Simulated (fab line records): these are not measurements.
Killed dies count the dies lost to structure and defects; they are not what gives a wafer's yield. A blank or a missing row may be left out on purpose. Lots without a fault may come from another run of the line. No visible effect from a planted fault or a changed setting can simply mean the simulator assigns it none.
fab line records -- flow nand_harc
record lots=6, wafers=17, last_day=33
route steps=1302 shown A_CHANNEL_HOLE_D1@480 A_CHANNEL_FILL_D1@490 END@1302
lots that met no fault: from a run of the same line without faults
start_h: start of the lot's first displayed wafer, in hours after the record's first day -- wait_h: hours since the lot's step before -- " the same as in the row above -- L1.1+2: a single row standing in for several wafers -- - no value, or no start was given -- * or withheld: withheld -- < > ~ a bound
route shown NAME@n: a module of which the file shows steps, and the number in the route of the first -- usual: mean/standard deviation taken from wafers without a fault -- same: alike in all rows -- chamber/n: place in a boat -- sites: each site's reading -- _std_site: standard deviation across them -- _edge_site: inner sites' mean taken away from outer sites' mean -- radius_mm: how far each site lies from the wafer's centre -- mask NAME#n: copy n -- behind: the tool/chamber that last shaped the wafer -- hold: why the lot went on hold/how many hours it stayed there/how the hold came to an end -- device: names the non-switching transistor (n, p or np) -- end of line: the route-end tests of the same wafers -- for a step that has no rows: nothing shown but its recipe -- killed: dies lost to structure and defects at the first sort, not the wafer's yield -- map: shows each die of a wafer: x if killed, . if not, _ if none is there
set.NAME: the setting the step ran with; set.NAME@STEP: the setting that earlier step ran with -- model.NAME: the simulator's own value behind a step, which no gauge read
certain route steps with their lots: each step a table, each wafer a row
services: from which hour (start_h, from the record's first day; less than 0 if before it) a tool's chamber was out of use, for how many hours, and why
## steps
# step NHARC_A_CHANNEL_HOLE_D1_STRIP_41
# recipe n2_flow_sccm=150, h2_flow_sccm=150, ar_flow_sccm=0, bias_w=0, chemistry=N2/H2
# step NHARC_A_CHANNEL_HOLE_D1_STRIP_42
# recipe cf4_flow_sccm=100, chf3_flow_sccm=30, ar_flow_sccm=0, bias_w=0, chemistry=CF4/CHF3
# step NHARC_A_CHANNEL_HOLE_D1_STRIP_43
# recipe o2_flow_sccm=400, cos_flow_sccm=20, ar_flow_sccm=0, bias_w=0, chemistry=O2/COS
# step NHARC_A_CHANNEL_HOLE_D1_ETCH_44
# recipe target_depth_a=1400, overetch_a=140, time_s=77, ion_energy_ev=100, cf4_flow_sccm=80, o2_flow_sccm=20, ar_flow_sccm=0, rf_w=300, bias_w=100, chemistry=CF4/O2
# usual drypump_motor_current_A=5.7/0.34, oes_f_703_au=1.000/0.0045, oes_product_au=0.998/0.01, rf_vpp_V=198.1/1.1, showerhead_plenum_p_Torr=1.35/0.031, throttle_valve_pct=13.398/0.0091
lot.wafer,tool,chamber,start_h,wait_h,drypump_motor_current_A,oes_f_703_au,oes_product_au,rf_hours_counter_h,rf_vpp_V,showerhead_plenum_p_Torr,throttle_valve_pct
L309.3,rie_diel-03,2,217.49,0.1,5.9,0.994,1.012,10,199.7,1.38,13.403
L309.4,rie_diel-03,3,217.49,0.1,6.0,1.002,0.997,10,199.9,1.36,13.382
L309.6,rie_diel-03,2,217.49,0.1,5.9,1.007,1.010,-,198.3,1.38,13.395
L313.3,rie_diel-07,0,262.75,0.1,6.3,1.008,1.011,48,196.7,1.31,13.398
L313.1,rie_diel-07,2,262.75,0.1,5.4,0.998,1.003,47,200.1,1.42,13.397
L313.6,rie_diel-07,0,262.75,0.1,6.2,1.005,1.000,-,197.8,1.31,13.410
L317.2,rie_diel-07,2,296.05,0.1,5.5,1.003,1.003,60,201.0,1.42,13.409
L317.1,rie_diel-07,3,296.05,0.1,5.0,1.002,1.011,55,197.1,1.32,13.388
L317.3,rie_diel-07,0,296.05,0.1,6.3,1.001,0.997,55,198.0,1.30,13.403
L318.4,rie_diel-03,2,301.49,0.1,5.9,1.004,1.002,1,198.6,1.38,13.406
L318.6,rie_diel-03,3,301.49,0.1,6.0,1.008,0.983,-,197.0,1.36,13.408
L327.4,rie_diel-11,1,403.86,0.1,5.8,0.990,1.011,46,196.9,1.31,13.404
L327.3,rie_diel-11,2,403.86,0.1,5.3,1.001,1.004,49,198.2,1.30,13.402
L327.5,rie_diel-11,2,403.86,0.1,5.3,1.002,1.001,-,196.9,1.30,13.388
L328.3,rie_diel-11,3,419.88,0.1,5.1,0.995,1.002,58,197.2,1.33,13.395
L328.4,rie_diel-11,1,419.88,0.1,5.8,1.001,0.993,50,198.3,1.31,13.387
L328.6,rie_diel-11,3,419.88,0.1,5.1,1.006,0.994,-,197.2,1.33,13.397
# step NHARC_A_CHANNEL_HOLE_D1_STRIP_27
# recipe o2_flow_sccm=500, ar_flow_sccm=0, bias_w=0, chemistry=O2
# usual drypump_motor_current_A=5.7/0.34, oes_product_au=0.999/0.0095, rf_vpp_V=57.8/0.81, showerhead_plenum_p_Torr=3.55/0.079, throttle_valve_pct=17.035/0.0091
lot.wafer,tool,chamber,start_h,wait_h,drypump_motor_current_A,oes_product_au,rf_hours_counter_h,rf_vpp_V,showerhead_plenum_p_Torr,throttle_valve_pct
L309.3,rie_diel-03,3,-,-,6.0,0.994,10,57.9,3.58,17.031
L309.4,rie_diel-03,1,-,-,5.5,0.995,9,59.2,3.52,17.034
L309.6,rie_diel-03,0,-,-,5.6,1.015,-,57.1,3.55,17.043
L313.1,rie_diel-07,2,-,-,5.4,0.995,47,58.2,3.75,17.058
L313.3,rie_diel-07,3,-,-,5.0,1.011,43,57.3,3.51,17.030
L313.6,rie_diel-07,1,-,-,6.1,0.992,-,56.0,3.49,17.033
L317.1,rie_diel-07,0,-,-,6.3,1.005,55,58.1,3.45,17.039
L317.3,rie_diel-07,1,-,-,6.1,0.983,61,57.1,3.48,17.036
L317.2,rie_diel-07,3,-,-,5.0,0.999,55,58.5,3.50,17.039
L318.4,rie_diel-03,3,-,-,6.0,0.986,2,58.2,3.58,17.027
L318.6,rie_diel-03,2,-,-,5.9,1.003,-,57.9,3.65,17.023
L327.3,rie_diel-11,0,-,-,5.8,0.987,43,57.3,3.52,17.029
L327.4,rie_diel-11,2,-,-,5.4,1.008,49,57.3,3.45,17.044
L327.5,rie_diel-11,1,-,-,5.9,1.005,-,57.1,3.46,17.035
L328.3,rie_diel-11,1,-,-,5.9,1.007,50,57.3,3.46,17.038
L328.4,rie_diel-11,3,-,-,5.1,1.001,58,59.5,3.52,17.010
L328.6,rie_diel-11,1,-,-,5.9,0.997,-,57.8,3.46,17.030
# step NHARC_A_CHANNEL_HOLE_D1_PRECLEAN_28
# recipe time_s=*, temp_c=50, bath_age_min=0, chemistry=SC1
# step NHARC_A_CHANNEL_HOLE_D1_SRD_29
# step NHARC_A_CHANNEL_HOLE_D1_CD_MEAS_30
# usual cd_nm=90.6/1.3
lot.wafer,tool,chamber,start_h,wait_h,cd_nm
L309.3,cd_sem-02,-,218.29,-,89.2
L309.4,cd_sem-02,-,218.29,-,89.1
L309.6,cd_sem-02,-,218.29,-,88.8
L313.1,cd_sem-03,-,263.55,-,90.2
L313.3,cd_sem-03,-,263.55,-,88.1
L313.6,cd_sem-03,-,263.55,-,90.0
L317.1,cd_sem-01,-,296.85,-,89.6
L317.2,cd_sem-01,-,296.85,-,91.6
L317.3,cd_sem-01,-,296.85,-,89.6
L318.4,cd_sem-01,-,302.30,-,89.8
L318.6,cd_sem-01,-,302.30,-,90.9
L327.3,cd_sem-03,-,404.66,-,90.2
L327.4,cd_sem-03,-,404.66,-,89.4
L327.5,cd_sem-03,-,404.66,-,91.4
L328.3,cd_sem-03,-,420.68,-,91.5
L328.4,cd_sem-03,-,420.68,-,91.5
L328.6,cd_sem-03,-,420.68,-,90.9
# step NHARC_A_CHANNEL_HOLE_D1_XSEM_31
# recipe landing_energy_ev=35000
# usual bot_cd_nm=75.2/1.4, bow_nm=8.59/0.29, tilt_deg=0.06/0.031
lot.wafer,tool,chamber,start_h,wait_h,bot_cd_nm,bow_nm,tilt_deg
L309.3,xsem-02,0,218.38,0.1,73.3,8.68,0.09
L309.4,xsem-02,0,218.38,0.1,73.2,8.69,0.09
L309.6,xsem-02,0,218.38,0.1,72.7,8.62,0.09
L313.1,xsem-02,0,263.64,0.1,74.3,8.92,0.06
L313.3,xsem-02,0,263.64,0.1,71.8,8.90,0.06
L313.6,xsem-02,0,263.64,0.1,74.4,8.92,0.06
L317.1,xsem-01,0,296.93,0.1,74.4,8.32,0.09
L317.2,xsem-01,0,296.93,0.1,76.5,8.41,0.09
L317.3,xsem-01,0,296.93,0.1,73.7,8.41,0.09
L318.4,xsem-01,0,302.39,0.1,74.5,8.67,0.04
L318.6,xsem-01,0,302.39,0.1,74.9,8.71,0.04
L327.3,xsem-01,0,404.75,0.1,76.0,9.17,0.00
L327.4,xsem-01,0,404.75,0.1,75.8,9.20,0.00
L327.5,xsem-01,0,404.75,0.1,76.6,9.18,0.00
L328.3,xsem-01,0,420.77,0.1,76.5,8.13,0.06
L328.4,xsem-01,0,420.77,0.1,76.5,8.13,0.06
L328.6,xsem-01,0,420.77,0.1,76.2,8.18,0.06
# step NHARC_A_CHANNEL_HOLE_D1_INSPECT_40
# usual raw_defect_count=74/26
lot.wafer,tool,chamber,start_h,wait_h,raw_defect_count
L309.3,defect_inspect-02,-,218.47,-,109
L309.4,defect_inspect-02,-,218.47,-,104
L309.6,defect_inspect-02,-,218.47,-,89
L313.1,defect_inspect-01,-,263.74,-,48
L313.3,defect_inspect-01,-,263.74,-,54
L313.6,defect_inspect-01,-,263.74,-,50
L317.1,defect_inspect-01,-,297.03,-,81
L317.2,defect_inspect-01,-,297.03,-,79
L317.3,defect_inspect-01,-,297.03,-,91
L318.4,defect_inspect-01,-,302.48,-,116
L318.6,defect_inspect-01,-,302.48,-,121
L327.3,defect_inspect-01,-,404.84,-,33
L327.4,defect_inspect-01,-,404.84,-,44
L327.5,defect_inspect-01,-,404.84,-,49
L328.3,defect_inspect-01,-,420.86,-,36
L328.4,defect_inspect-01,-,420.86,-,57
L328.6,defect_inspect-01,-,420.86,-,42
# step NHARC_A_CHANNEL_FILL_D1_PRECLEAN_00
# recipe time_s=*, temp_c=50, bath_age_min=0, chemistry=SC1
# step NHARC_A_CHANNEL_FILL_D1_SRD_01
# step NHARC_A_CHANNEL_FILL_D1_ALD_02
# recipe target_thk_a=60, pulse_time_s=10, ald_cycles=60, temp_c=300, material=SiO2
# usual ald_cycles=60/0, heater_power_outer_w=268/23, heater_power_w=474/41, precursor_pulse_height_rel=0.998/0.019
lot.wafer,tool,chamber,start_h,wait_h,ald_cycles,heater_power_outer_w,heater_power_w,precursor_pulse_height_rel,since_wet_clean_h
L309.4,ald_hk-04,2,218.67,-,60,289,447,1.017,129
L309.3,ald_hk-04,1,218.67,-,60,261,512,0.995,129
L309.6,ald_hk-04,3,218.67,-,60,289,543,0.982,-
L313.3,ald_hk-01,3,267.61,3.8,60,277,487,0.978,135
L313.1,ald_hk-01,1,267.61,3.8,60,255,445,0.986,135
L313.6,ald_hk-01,3,267.61,3.8,60,275,485,1.016,-
L317.2,ald_hk-04,2,297.26,0.1,71,301,481,1.028,27
L317.3,ald_hk-04,3,297.26,0.1,60,281,529,0.971,27
L317.1,ald_hk-04,0,297.26,0.1,60,244,431,0.975,27
L318.4,ald_hk-04,2,303.08,0.5,60,300,491,0.976,32
L318.6,ald_hk-04,2,303.08,0.5,71,304,475,1.006,-
L327.3,ald_hk-01,1,405.04,-,60,255,461,0.964,95
L327.4,ald_hk-01,0,405.04,-,60,280,492,0.986,95
L327.5,ald_hk-01,2,405.04,-,60,248,428,1.014,-
L328.4,ald_hk-04,0,421.06,-,60,246,440,0.978,150
L328.3,ald_hk-04,1,421.06,-,60,265,496,0.989,151
L328.6,ald_hk-04,0,421.06,-,60,251,445,1.005,-
# step NHARC_A_CHANNEL_FILL_D1_ALD_03
# recipe target_thk_a=60, pulse_time_s=60, ald_cycles=58, temp_c=630, pressure_torr=2, material=SiNx
# usual ald_cycles=58/0, precursor_pulse_height_rel=0.998/0.019
lot.wafer,tool,chamber,start_h,wait_h,ald_cycles,precursor_pulse_height_rel
L309.3,ald_sin_batch-02,0,-,-,58,1.013
L309.4,ald_sin_batch-02,0,-,-,58,1.008
L309.6,ald_sin_batch-02,0,-,-,58,1.018
L313.1,ald_sin_batch-03,0,-,-,58,0.984
L313.3,ald_sin_batch-03,0,-,-,58,0.990
L313.6,ald_sin_batch-03,0,-,-,58,0.996
L317.1,ald_sin_batch-01,0,-,-,58,1.003
L317.2,ald_sin_batch-01,0,-,-,58,1.003
L317.3,ald_sin_batch-01,0,-,-,58,1.004
L318.4,ald_sin_batch-01,0,-,-,58,1.034
L318.6,ald_sin_batch-01,0,-,-,58,1.004
L327.3,ald_sin_batch-01,0,-,-,58,1.012
L327.4,ald_sin_batch-01,0,-,-,58,0.996
L327.5,ald_sin_batch-01,0,-,-,58,0.981
L328.3,ald_sin_batch-03,0,-,-,58,0.998
L328.4,ald_sin_batch-03,0,-,-,58,0.987
L328.6,ald_sin_batch-03,0,-,-,58,1.021
# step NHARC_END_SORT_01
# recipe temp_c=25
# usual killed_at_array=59/19, killed_at_other=1.0/1.1, killed_at_periphery=3.8/2.4, killed_dies=64/19, killed_open=3.3/2, killed_short=2.4/1.6
# same gross_dies=677
lot.wafer,tool,chamber,start_h,wait_h,killed_at_array,killed_at_other,killed_at_periphery,killed_dies,killed_open,killed_short
L309.3,prober-02,0,592.60,3.1,84,0,1,85,1,0
L309.4,prober-02,0,593.40,3.4,103,0,3,106,5,8
L309.6,prober-02,0,594.99,4.0,104,1,2,107,1,3
L313.1,prober-02,0,669.41,2.5,25,0,2,27,3,0
L313.3,prober-02,0,671.01,3.1,35,0,1,36,7,0
L313.6,prober-02,0,673.41,4.0,31,0,3,34,5,3
L317.1,prober-01,0,677.65,2.5,52,1,7,60,3,2
L317.3,prober-01,0,679.25,3.1,53,0,9,62,3,2
# killed by level:class
L309.3 A_CHANNEL_HOLE_D1:chamber_film_flake=33 A_CHANNEL_HOLE_D2:chamber_film_flake=25 A_SLIT:chamber_film_flake=15 A_CONTACT:chamber_film_flake=6 A_SGD_CUT:chamber_film_flake=3 P_CONTACT:geometric_particle:open=1 A_CHANNEL_FILL_D1:chamber_film_flake=1 A_CHANNEL_FILL_D2:chamber_film_flake=1
L309.4 A_CHANNEL_HOLE_D1:chamber_film_flake=31 A_CHANNEL_HOLE_D2:chamber_film_flake=25 A_SLIT:chamber_film_flake=20 A_CONTACT:chamber_film_flake=6 A_SGD_CUT:chamber_film_flake=5 A_CHANNEL_FILL_D2:geometric_particle:short=4 A_CHANNEL_FILL_D2:geometric_particle:open=2 A_CHANNEL_FILL_D1:chamber_film_flake=2
L309.6 A_CHANNEL_HOLE_D2:chamber_film_flake=42 A_CHANNEL_HOLE_D1:chamber_film_flake=27 A_SLIT:chamber_film_flake=21 A_SGD_CUT:chamber_film_flake=5 A_CONTACT:chamber_film_flake=2 A_ONON_D1:geometric_particle:short=1 A_CHANNEL_FILL_D1:geometric_particle:short=1 A_SGD_CUT:geometric_particle:short=1
L313.1 A_CHANNEL_HOLE_D2:chamber_film_flake=12 A_CHANNEL_HOLE_D1:chamber_film_flake=6 A_SLIT:chamber_film_flake=3 A_CONTACT:chamber_film_flake=2 P_GATE:geometric_particle:open=1 P_CONTACT:geometric_particle:open=1 A_SGD_CUT:geometric_particle:open=1 A_DECK1_JOINT:chamber_film_flake=1
L313.3 A_CHANNEL_HOLE_D2:chamber_film_flake=15 A_CHANNEL_HOLE_D1:chamber_film_flake=5 A_SLIT:chamber_film_flake=4 A_CONTACT:chamber_film_flake=4 A_WL_FILL:geometric_particle:open=2 A_BLC:geometric_particle:open=2 P_CONTACT:geometric_particle:open=1 A_ONON_D1:geometric_particle:open=1
L313.6 A_CHANNEL_HOLE_D2:chamber_film_flake=15 A_CHANNEL_HOLE_D1:chamber_film_flake=6 A_WL_FILL:geometric_particle:short=2 P_GATE:geometric_particle:open=1 A_CHANNEL_FILL_D1:geometric_particle:short=1 A_CHANNEL_HOLE_D2:geometric_particle:open=1 A_CHANNEL_FILL_D2:geometric_particle:open=1 A_WL_FILL:geometric_particle:open=1
L317.1 A_CHANNEL_HOLE_D1:chamber_film_flake=32 A_CHANNEL_HOLE_D2:chamber_film_flake=14 P_GATE:chamber_film_flake=3 P_BONDPAD:chamber_film_flake=2 A_CHANNEL_FILL_D2:geometric_particle:open=1 A_CHANNEL_FILL_D2:geometric_particle:short=1 A_SGD_CUT:geometric_particle:open=1 A_WL_FILL:geometric_particle:open=1
L317.3 A_CHANNEL_HOLE_D1:chamber_film_flake=36 A_CHANNEL_HOLE_D2:chamber_film_flake=12 P_GATE:chamber_film_flake=4 P_GATE:geometric_particle:open=1 P_CONTACT:geometric_particle:short=1 A_CHANNEL_FILL_D1:geometric_particle:short=1 A_CHANNEL_FILL_D2:geometric_particle:open=1 A_M0:geometric_particle:open=1
## services
tool,chamber,start_h,hours,kind
rie_diel-07,0,205.51,-,clean
rie_diel-07,1,205.51,-,clean
rie_diel-07,2,205.51,-,clean
rie_diel-07,3,205.51,-,clean
rie_diel-11,0,210.53,-,clean
rie_diel-11,1,210.53,-,clean
ald_hk-04,-,216.26,1.5,repair
rie_diel-11,3,219.02,2.5,repair
rie_diel-11,0,245.17,6.2,repair
rie_diel-11,-,255.55,9.0,pm
ald_sin_batch-02,-,267.17,26.0,pm
rie_diel-07,0,274.93,4.5,repair
rie_diel-11,-,276.35,1.8,repair
rie_diel-03,-,281.30,9.0,pm
rie_diel-07,-,297.08,9.0,pm
ald_hk-01,-,300.39,10.0,pm
rie_diel-07,3,308.00,21.3,repair
rie_diel-11,0,334.16,9.1,repair
rie_diel-11,-,369.59,0.5,repair
xsem-01,-,374.00,14.0,pm
ald_sin_batch-03,-,379.37,7.8,repair
rie_diel-03,2,389.13,8.5,repair
rie_diel-07,2,409.37,8.9,repair
ald_hk-01,-,415.84,0.4,repair
## key
first_sign step=NHARC_A_CHANNEL_FILL_D1_ALD_02, reading=ald_cycles, direction=up, sigmas=99+, usual=60, struck=71
effect none on later readings
met_at NHARC_A_CHANNEL_FILL_D1_ALD_02
struck_wafers L317.2,L318.6
sort_left_out L318.6
tester_left_out L317,L318
onset_between 218.67 297.26
fault kind=process_parameter_drift, tool=ald_hk-04, chamber=-, onset_h=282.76, steps=NHARC_A_CHANNEL_FILL_D1_ALD_02, channel=ald_cycles, offset=11, shape=step, end_h=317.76, scope=struck_wafers_only, acts_in=these_recipes_only, stated=60
# tester_left_out: of these lots the tester's yield and bins aren't shown, on N5 and GAA mostly nor the transistor test; their killed dies are dies lost to structure and defects alone, not to doping, threshold or leakage, so they don't give the yield
# sort_left_out: the simulated sort isn't trusted on such a fault, so these wafers' sort isn't shown, and their yield isn't known
